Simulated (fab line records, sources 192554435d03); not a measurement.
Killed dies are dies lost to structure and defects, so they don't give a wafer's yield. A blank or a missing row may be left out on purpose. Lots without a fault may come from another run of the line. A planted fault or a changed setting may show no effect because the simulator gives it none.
fab line records | flow n5_finfet
record lots=11 wafers=28 last_day=17
route steps=1938 shown BEOL_M4@1069 PASSIVATION@1936
lots that met no fault: from a run of the same line without faults
start_h: hours from the record's first day to the start of the lot's first wafer shown | wait_h: hours since the lot's step before | " the same as in the row above | L1.1+2: a row that stands for several wafers | - no value, or no start given | * or withheld: withheld | < > ~ a bound
route shown NAME@n: a module of which the file shows steps, and the number in the route of the first | usual: mean/standard deviation of fault-free wafers | same: alike in all rows | chamber/n: place in a boat | sites: the reading at each site | _std_site: their standard deviation | _edge_site: outer sites' mean less inner sites' | radius_mm: how far each site lies from the wafer's centre | mask NAME#n: copy n | behind: the tool/chamber that last shaped the wafer | hold: why the lot was held/for how many hours/how that ended | device: the transistor (n, p or np) that didn't switch | end of line: the same wafers' tests at the end of the route | a step without rows: its recipe alone | killed: dies lost to structure and defects at the first sort, not the wafer's yield | map: a wafer's dies, x killed, . not, _ none there
set.NAME: the setting as run; set.NAME@STEP: as run at that earlier step | model.NAME: the simulator's own value behind a step, which no gauge read
steps of the route over a sample of lots; a table a step, a row a wafer
services: from which hour (start_h, from the record's first day; less than 0 if before it) a tool's chamber was out of use, for how many hours, and why
## steps
# step N5_BEOL_M4_STRIP_36
# recipe chemistry=N2/H2 power_w=450 temp_c=40 pressure_mtorr=20 rf_frequency_hz=6e+07 overash_fraction=0.3 bias_power_w=7 h2_frac=0.5 n2_flow_sccm=200 h2_flow_sccm=200
# usual drypump_motor_current_A=5.6/0.44 oes_product_au=0.83/0.088 power_w=450.0/1.5 rf_vpp_V=59.2/1.2 showerhead_plenum_p_Torr=2.54/0.054 throttle_valve_pct=23.8/0.37
# columns lot.wafer tool chamber start_h wait_h drypump_motor_current_A oes_product_au power_w rf_hours_counter_h rf_vpp_V showerhead_plenum_p_Torr throttle_valve_pct
L427.2 rie_diel-04 1 195.27 0.0 5.2 0.85 449.9 51 57.7 2.51 24.1
L427.3 " 3 " " 6.3 0.69 450.5 236 59.6 2.62 24.1
L427.6 " 0 " " 4.8 0.83 447.4 - 59.7 2.53 23.1
L428.2 rie_diel-04 3 200.88 0.0 6.2 0.68 450.6 239 60.5 2.62 24.1
L428.5 " 3 " " 6.3 0.69 450.3 - 56.5 2.62 24.1
L428.6 " 2 " " 5.5 0.90 450.1 - 58.4 2.50 24.0
L431.2 rie_diel-05 0 225.01 0.0 5.9 0.70 449.1 202 58.4 2.41 23.6
L431.3 " 1 " " 5.3 0.88 449.1 33 58.9 2.61 24.4
L431.6 " 3 " " 5.8 0.70 451.9 - 58.4 2.51 23.8
L434.3 rie_diel-05 1 238.49 0.0 5.3 0.89 448.0 37 61.2 2.61 24.4
L434.5 " 3 " " 5.8 0.69 449.9 - 59.3 2.50 23.8
L434.6 " 0 " " 6.0 0.70 451.0 - 58.2 2.41 23.6
L435.5 rie_diel-05 1 263.71 0.0 5.3 0.86 448.6 - 60.4 2.61 24.4
L435.6 " 0 " " 6.0 0.69 447.9 - 58.3 2.41 23.6
L438.1 rie_diel-03 2 264.38 0.0 5.3 0.97 448.9 8 60.6 2.59 23.3
L438.2 " 3 " " 5.5 0.85 450.8 59 58.5 2.59 24.1
L438.6 " 0 " " 5.8 0.91 449.8 - 58.7 2.49 23.3
L440.3 rie_diel-03 2 269.21 0.0 5.3 0.97 450.6 10 58.5 2.59 23.3
L440.4 " 1 " " 6.3 0.79 451.8 114 59.7 2.55 23.7
L441.2 rie_diel-03 3 272.04 0.0 5.5 0.84 448.8 61 59.7 2.58 24.1
L441.3 " 1 " " 6.4 0.79 450.6 115 60.4 2.55 23.8
L441.5 " 0 " " 5.8 0.90 448.1 - 59.0 2.49 23.4
L442.5 rie_diel-03 0 291.36 0.0 5.8 0.89 449.8 - 59.9 2.49 23.3
L442.6 " 3 " " 5.5 0.84 446.3 - 59.5 2.58 24.1
L443.5 rie_diel-04 3 296.45 0.0 6.3 0.91 448.7 - 60.8 2.61 23.8
L443.6 " 0 " " 4.8 0.80 448.1 - 59.2 2.52 23.2
L444.2 rie_diel-04 2 307.08 0.0 5.5 0.85 452.4 71 60.0 2.48 24.0
L444.5 " 3 " " 6.3 0.92 448.3 - 58.1 2.60 23.8
# step N5_BEOL_M4_ALD_84
# recipe material=TaN target_thk_a=* temp_c=275 ald_precursor_family=PDMAT ald_co_reactant=NH3 pressure_torr=3 carrier_flow_sccm=1500 pulse_time_s=2 purge_time_s=3 co_reactant_purge_time_s=2 co_reactant_pulse_time_s=3 ald_cycles=30 precursor_vessel_temp_c=75 precursor_vessel_pressure_torr=26.25 precursor_vessel_carrier_sccm=1000
# usual heater_power_w=415/21
# columns lot.wafer tool chamber start_h wait_h heater_power_w
L427.2 ald_metal-01 3 196.25 0.0 407
L427.3 " 1 " " 402
L427.6 " 1 " " 398
L428.2 ald_metal-03 2 201.50 0.0 428
L428.5 " 0 " " 411
L428.6 " 3 " " 450
L431.2 ald_metal-03 0 225.93 0.0 417
L431.3 " 2 " " 426
L431.6 " 1 " " 410
L434.3 ald_metal-04 2 239.48 0.0 368
L434.5 " 3 " " 440
L434.6 " 2 " " 363
L435.5 ald_metal-03 1 264.64 0.2 411
L435.6 " 0 " " 412
L438.1 ald_metal-03 2 264.88 0.0 429
L438.2 " 1 " " 415
L438.6 " 0 " " 405
L440.3 ald_metal-04 1 269.74 0.1 404
L440.4 " 3 " " 433
L441.2 ald_metal-03 2 272.77 0.0 427
L441.3 " 1 " " 399
L441.5 " 2 " " 431
L442.5 ald_metal-03 3 292.26 0.1 441
L442.6 " 2 " " 425
L443.5 ald_metal-03 1 297.17 0.1 412
L443.6 " 0 " " 414
L444.2 ald_metal-04 2 307.82 0.0 368
L444.5 " 1 " " 415
# step N5_BEOL_M4_SPUTTER_79
# recipe material=Cu target_thk_a=45 temp_c=-20 chamber_pressure_pa=0.07 power_w=withheld time_s=8.29
# usual chamber_pressure_pa=0.06999/0.00014 throttle_valve_pct=29.9/0.91
# columns lot.wafer tool chamber start_h wait_h chamber_pressure_pa throttle_valve_pct
L427.2 pvd_sputter-01 - 197.05 0.1 0.06998 30.1
L427.3 " - " " 0.06981 29.8
L427.6 " - " " 0.07007 29.9
L428.2 pvd_sputter-02 - 202.16 0.1 0.06986 31.1
L428.5 " - " " 0.07013 29.5
L428.6 " - " " 0.07016 30.3
L431.2 pvd_sputter-01 - 226.59 0.1 0.06703 30.6
L431.3 " - " " 0.0668 28.6
L431.6 " - " " 0.06673 29.7
L434.3 pvd_sputter-01 - 240.26 0.1 0.06691 30.7
L434.5 " - " " 0.0667 30.5
L434.6 " - " " 0.06675 28.9
L435.5 pvd_sputter-02 - 265.27 0.0 0.07006 29.2
L435.6 " - " " 0.0702 30.0
L438.1 pvd_sputter-02 - 267.15 0.1 0.06995 29.4
L438.2 " - " " 0.06988 29.5
L438.6 " - " " 0.06995 29.5
L440.3 pvd_sputter-03 - 270.70 0.1 0.06971 30.0
L440.4 " - " " 0.06983 29.4
L441.2 pvd_sputter-03 - 273.61 0.1 0.07002 29.0
L441.3 " - " " 0.07023 30.6
L441.5 " - " " 0.07023 30.5
L442.5 pvd_sputter-01 - 293.13 0.0 0.07008 29.9
L442.6 " - " " 0.07014 28.0
L443.5 pvd_sputter-03 - 298.15 0.0 0.06989 31.7
L443.6 " - " " 0.07012 29.4
L444.2 pvd_sputter-01 - 308.66 0.1 0.07011 29.2
L444.5 " - " " 0.07018 29.0
# step N5_BEOL_M4_SPUTTER_81
# recipe material=Cu target_thk_a=45 temp_c=-20 chamber_pressure_pa=0.07 power_w=withheld time_s=8.29
# usual chamber_pressure_pa=0.07001/0.00014 throttle_valve_pct=29.9/0.87
# columns lot.wafer tool chamber start_h wait_h chamber_pressure_pa throttle_valve_pct
L427.2 pvd_sputter-01 - 197.27 0.1 0.07 30.4
L427.3 " - " " 0.07004 29.9
L427.6 " - " " 0.07027 30.0
L428.2 pvd_sputter-02 - 202.38 0.1 0.07003 30.9
L428.5 " - " " 0.06978 29.3
L428.6 " - " " 0.06999 29.9
L431.2 pvd_sputter-01 - 226.81 0.1 0.06999 30.2
L431.3 " - " " 0.06978 28.1
L431.6 " - " " 0.07005 29.3
L434.3 pvd_sputter-01 - 240.48 0.1 0.06965 30.2
L434.5 " - " " 0.06989 30.1
L434.6 " - " " 0.06994 28.1
L435.5 pvd_sputter-02 - 265.49 0.0 0.07025 29.9
L435.6 " - " " 0.06981 29.9
L438.1 pvd_sputter-02 - 267.37 0.1 0.07001 29.3
L438.2 " - " " 0.06999 29.6
L438.6 " - " " 0.06995 29.5
L440.3 pvd_sputter-03 - 270.92 0.1 0.07017 30.0
L440.4 " - " " 0.06989 29.6
L441.2 pvd_sputter-03 - 273.83 0.1 0.07 29.2
L441.3 " - " " 0.06999 30.0
L441.5 " - " " 0.06979 30.7
L442.5 pvd_sputter-01 - 293.35 0.0 0.06999 29.9
L442.6 " - " " 0.06981 28.1
L443.5 pvd_sputter-03 - 298.37 0.0 0.07002 31.4
L443.6 " - " " 0.07001 29.2
L444.2 pvd_sputter-01 - 308.88 0.1 0.06998 29.1
L444.5 " - " " 0.06982 29.1
# step N5_BEOL_M4_RC_MEAS_101
# usual DIBL_N=36.0/2 DIBL_P=35.9/2.5 IOFF_N=0.16/0.038 IOFF_P=0.21/0.04 ION_N=675/14 ION_P=462/9.4 SS_N=71.5/0.75 SS_P=73.2/0.74 VT_N=250/3.9 VT_P=-251/3.2
# columns lot.wafer tool chamber start_h wait_h DIBL_N[mV/V] DIBL_P[mV/V] IOFF_N[nA/um] IOFF_P[nA/um] ION_N[uA/um] ION_P[uA/um] SS_N[mV/dec] SS_P[mV/dec] VT_N[mV] VT_P[mV]
L427.2 prober-02 0 200.00 0.2 32.5 32.2 0.11 0.16 679 473 69.6 71.7 256 -251
L427.3 " 0 " " 35.9 35.1 0.15 0.19 676 460 70.2 73.4 251 -251
L427.6 " 0 " " 35.7 35.0 0.15 0.18 675 464 70.1 72.7 251 -249
L428.2 prober-01 0 205.27 0.2 34.7 33.1 0.14 0.18 668 461 71.0 72.9 250 -253
L428.5 " 0 " " 35.0 34.7 0.15 0.20 675 464 71.1 73.1 249 -250
L428.6 " 0 " " 37.0 35.0 0.18 0.20 661 456 73.0 73.8 249 -250
L431.2 prober-02 0 229.39 0.2 37.3 37.4 0.20 0.21 690 468 71.9 73.3 244 -249
L431.3 " 0 " " 35.7 36.2 0.15 0.21 659 460 71.7 73.8 252 -251
L431.6 " 0 " " 36.6 37.1 0.18 0.20 673 457 71.1 72.8 246 -251
L434.3 prober-01 0 243.21 0.3 37.8 37.0 0.22 0.23 678 454 72.3 73.3 245 -250
L434.5 " 0 " " 35.3 34.3 0.16 0.19 671 457 72.3 72.9 248 -249
L434.6 " 0 " " 35.9 37.3 0.17 0.24 665 459 71.3 73.5 249 -245
L435.5 prober-02 0 268.78 0.6 35.2 36.0 0.17 0.22 695 472 71.0 73.5 248 -248
L435.6 " 0 " " 32.2 30.1 0.10 0.13 655 448 70.8 71.6 257 -258
L438.1 prober-02 0 269.86 0.0 33.6 34.1 0.12 0.17 669 457 71.5 72.7 255 -253
L438.2 " 0 " " 35.3 36.7 0.14 0.20 647 447 71.2 72.7 251 -249
L438.6 " 0 " " 34.5 37.0 0.14 0.21 688 473 70.9 73.6 250 -249
L440.3 prober-01 0 273.98 0.3 33.9 30.5 0.13 0.16 653 444 70.8 72.2 252 -256
L440.4 " 0 " " 39.8 39.0 0.27 0.30 696 469 72.6 73.9 241 -244
L441.2 prober-01 0 276.71 0.2 36.8 37.8 0.16 0.21 685 465 71.4 73.6 250 -248
L441.3 " 0 " " 31.9 32.6 0.09 0.15 660 463 70.5 71.4 258 -256
L441.5 " 0 " " 35.9 36.6 0.15 0.20 676 468 71.2 72.9 251 -251
L442.5 prober-01 0 296.35 0.6 36.6 36.4 0.14 0.22 661 458 71.7 73.2 253 -250
L442.6 " 0 " " 37.0 37.0 0.16 0.24 672 466 71.4 73.7 249 -249
L443.5 prober-01 0 301.39 0.6 34.7 35.0 0.12 0.17 664 460 71.2 72.7 254 -253
L443.6 " 0 " " 33.0 31.9 0.11 0.15 663 464 70.9 71.9 258 -256
L444.2 prober-01 0 311.46 0.2 38.3 37.2 0.19 0.21 689 465 72.3 74.2 249 -253
L444.5 " 0 " " 39.1 37.9 0.21 0.22 679 454 73.5 73.3 246 -250
# step N5_PASSIVATION_PROBE_49
# usual defect_limited_yield=91.3/1.5 killed_at_M0_to_M3=33/12 killed_at_M4_up=15/5.2 killed_at_contacts=12/5.1 killed_at_front_end=39/11 killed_at_other=5/3.6 killed_dies=103/18 killed_open=67/13 killed_short=33/7.8 sort_bin_5_function=5.1/0.96 sort_bin_6_memory=3.2/0.71 sort_bin_8_speed=0.01/0.063 sort_n_pass=1077/18 sort_yield_pct=91.3/1.5
# same gross_dies=1180 killed_at_back_side=0 sort_bin_4_leakage[%]=0
# columns lot.wafer tool chamber start_h wait_h defect_limited_yield[%] killed_at_M0_to_M3 killed_at_M4_up killed_at_contacts killed_at_front_end killed_at_other killed_dies killed_open killed_short sort_bin_5_function[%] sort_bin_6_memory[%] sort_bin_8_speed[%] sort_n_pass sort_yield_pct[%]
L431.2 prober-02 - 327.95 0.1 89.3 61 8 13 43 1 126 76 35 5.7 3.5 0 1054 89.3
# killed by level:class
L431.2 BEOL_M0_SAQP:geometric_particle:open=14 HKMG_FIN:area_etch=14 BEOL_M0_SAQP:geometric_particle:short=12 BEOL_M3:geometric_particle:open=10 MOL_CONTACT_COAG:geometric_particle:open=9 BEOL_M1:geometric_particle:open=7 FIN_SAQP:geometric_particle:open=6 STI_FIN_REVEAL:geometric_particle:open=6
## services
# columns tool chamber start_h hours kind
rie_diel-03 0 180.04 - clean
rie_diel-03 0 180.04 - consumable_replace:focus_ring
rie_diel-03 0 180.04 25.4 scheduled_down
rie_diel-03 0 180.04 25.4 vent_cycle
pvd_sputter-03 - 186.93 2.6 repair
ald_metal-03 - 189.49 0.4 repair
rie_diel-04 2 205.62 6.8 repair
ald_metal-03 3 215.15 - calibration
rie_diel-03 2 222.26 - clean
rie_diel-03 2 222.26 - consumable_replace:focus_ring
rie_diel-03 2 222.26 19.4 scheduled_down
rie_diel-03 2 222.26 19.4 vent_cycle
rie_diel-04 3 229.79 - clean
rie_diel-04 3 229.79 - consumable_replace:focus_ring
rie_diel-04 3 229.79 18.8 scheduled_down
rie_diel-04 3 229.79 18.8 vent_cycle
ald_metal-04 0 251.33 5.2 repair
rie_diel-05 3 257.16 2.8 repair
rie_diel-04 2 277.62 3.7 repair
ald_metal-01 - 295.16 8.7 pm
pvd_sputter-01 - 301.73 2.1 repair
## key
first_sign step=N5_BEOL_M4_SPUTTER_79 reading=chamber_pressure_pa direction=down sigmas=23 usual=0.06999 struck=0.06682
effect none on later readings
met_at N5_BEOL_M4_SPUTTER_79
struck_lots L431,L434
baseline_loss step=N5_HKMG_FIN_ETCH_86 wafers=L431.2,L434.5
not_acting_at N5_BEOL_M4_STRIP_36,N5_BEOL_M4_ALD_84,N5_BEOL_M4_SPUTTER_81
onset_between 197.05 226.59
fault kind=process_parameter_drift tool=pvd_sputter-01 chamber=- onset_h=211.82 steps=N5_BEOL_M4_SPUTTER_79 channel=chamber_pressure_pa offset=-0.0031926 shape=step end_h=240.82 acts_in=these_recipes_only stated=0.07
# baseline_loss: these wafers lose ten dies or more at that step, a loss of the line's own and not of a fault; the sort's usual values leave them out
